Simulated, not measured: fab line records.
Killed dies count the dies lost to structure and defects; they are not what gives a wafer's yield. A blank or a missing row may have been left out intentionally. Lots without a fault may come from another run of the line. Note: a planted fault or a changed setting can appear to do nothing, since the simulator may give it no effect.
Split-lot trial ; flow n5-finfet ; 39 wafers read from 7 lots, route of 1938 steps

== ABOUT THE SPLIT ==
At N5_BEOL_M2_CVD_47 (deposits Co from CCTBA/H2, target thk 3 nm, time 223.8 s), the setting target-thk-a was moved away from the recipe's 30 angstrom on 12 of the 39 wafers read, by -49.1% to +44.0%. This setting was run at the recipe's value on the other wafers.

Reading taken at the split's own step.

== THE READING ==
Co_of_BEOL_M2_CVD_47.thk-nm (the simulator's own value, which no gauge read), in nm, at N5_BEOL_M2_CVD_47 (deposits Co from CCTBA/H2, target thk 3 nm, time 223.8 s). The file gives no usual value for it. Here, 27 wafers ran the recipe; their average is 2.9 nm with a standard deviation of 0.16 nm.

wafer;tool, chamber at the split;target-thk-a as run, angstrom;against the recipe;Co_of_BEOL_M2_CVD_47.thk-nm, nm;against lot-mates on the recipe
L080.1;cvd-co-01, 0,1,0;30;recipe;3;-
L080.2;cvd-co-01, 0,1,0;30;recipe;3;-
L080.6;cvd-co-01, 0,1,0;30;recipe;3;-
L080.3;cvd-co-01, 2;15.26;-49.1%;1.8;-1.2
L080.4;cvd-co-01, 1,2;15.26;-49.1%;1.6;-1.4
L080.5;cvd-co-01, 1,2;15.26;-49.1%;1.6;-1.4
L083.1;cvd-co-01, 0;30;recipe;2.8;-
L083.5;cvd-co-01, 0;30;recipe;2.8;-
L083.2;cvd-co-01, 2,1,2;43.2;+44.0%;4.2;+1.3
L083.3;cvd-co-01, 2,1,2;43.2;+44.0%;4.2;+1.3
L083.6;cvd-co-01, 2,1,2;43.2;+44.0%;4.2;+1.3
L083.4;cvd-co-01, 1;30;recipe;3;-
L090.1;cvd-co-01, 0,1,2,1,0,2;30;recipe;2.8;-
L090.2;cvd-co-01, 0,1,2,1,0,2;30;recipe;2.8;-
L090.3;cvd-co-01, 0,1,2,1,0,2;30;recipe;2.8;-
L090.4;cvd-co-01, 0,1,2,1,0,2;30;recipe;2.8;-
L090.5;cvd-co-01, 0,1,2,1,0,2;30;recipe;2.8;-
L090.6;cvd-co-01, 0,1,2,1,0,2;30;recipe;2.8;-
L092.1;cvd-co-02, 2,0;30;recipe;3.2;-
L092.2;cvd-co-02, 2,0;30;recipe;3.2;-
L092.3;cvd-co-02, 1,0;20.57;-31.4%;2.2;-0.9
L092.4;cvd-co-02, 1,0;20.57;-31.4%;2.2;-0.9
L092.5;cvd-co-02, 2;20.57;-31.4%;2;-1.1
L092.6;cvd-co-02, 1;30;recipe;3;-
L094.1;cvd-co-01, 0;30;recipe;2.6;-
L094.2;cvd-co-01, 1,2,0;41.36;+37.9%;4;+1.3
L094.3;cvd-co-01, 1,2,0;41.36;+37.9%;4;+1.3
L094.6;cvd-co-01, 1,2,0;41.36;+37.9%;4;+1.3
L094.4;cvd-co-01, 1,2;30;recipe;2.8;-
L094.5;cvd-co-01, 1,2;30;recipe;2.8;-
L095.1;cvd-co-02, 1,2;30;recipe;3.2;-
L095.2;cvd-co-02, 1,2;30;recipe;3.2;-
L095.3;cvd-co-02, 0,1,2;30;recipe;3;-
L095.4;cvd-co-02, 0,1,2;30;recipe;3;-
L095.5;cvd-co-02, 0,1,2;30;recipe;3;-
L095.6;cvd-co-02, 0;30;recipe;2.8;-
L096.1;cvd-co-01, 2,1;30;recipe;3;-
L096.3;cvd-co-01, 2,1;30;recipe;3;-
L096.2;cvd-co-01, 0;30;recipe;2.8;-
When a row names more than one chamber, that row covers several wafers, and the file does not tell which wafer ran in which chamber.

THE FIT
A straight line over all 39 wafers: Co_of_BEOL_M2_CVD_47.thk-nm changes by +0.0271 nm for each +1% of target-thk-a; r = +0.98; the points scatter about the line by 0.14 nm.
The same after taking each lot's own level away (the mean of its wafers on the recipe; 39 wafers): +0.0301 nm for each +1%; r = +0.99; scatter 0.1 nm.
Per that fit: largest target-thk-a move, reading shift of 1.5 nm.
Across the lots, their own levels run from 2.73 to 3.13 nm, a range of 2.6 times the standard deviation given above.
So the lot-to-lot level changes the slope little: the two slopes agree.
Check: for one of the wafers moved furthest among these (-49.1%), held out of the fit, the line's prediction against its lot-mates is -1.5 nm. It came out at -1.2 nm against them.

== ADDITIONAL SPLITS CARRIED BY THESE WAFERS ==
Note: prior to the reading, these wafers also went through further splits. Each is held against what the fit with the lots' levels taken away leaves over:
other split on the same wafers;wafers away from the commonest value;r with Co_of_BEOL_M2_CVD_47.thk-nm (lot level and that fit taken away)
N5_FIN_SAQP_SPACER1_ALD_24 ald-cycles;15;-0.35
N5_DUMMY_GATE_ETCH_32 time-s;6;+0.08
N5_SDB_ETCH_18 time-s;18;+0.14
N5_MOL_CONTACT_COAG_ETCHBACK_136 target-depth-a;9;-0.12

== FILE'S OWN FIT ==
Co_of_BEOL_M2_CVD_47.thk-nm changes by +0.0301 nm for each +1% of target-thk-a, r = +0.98.
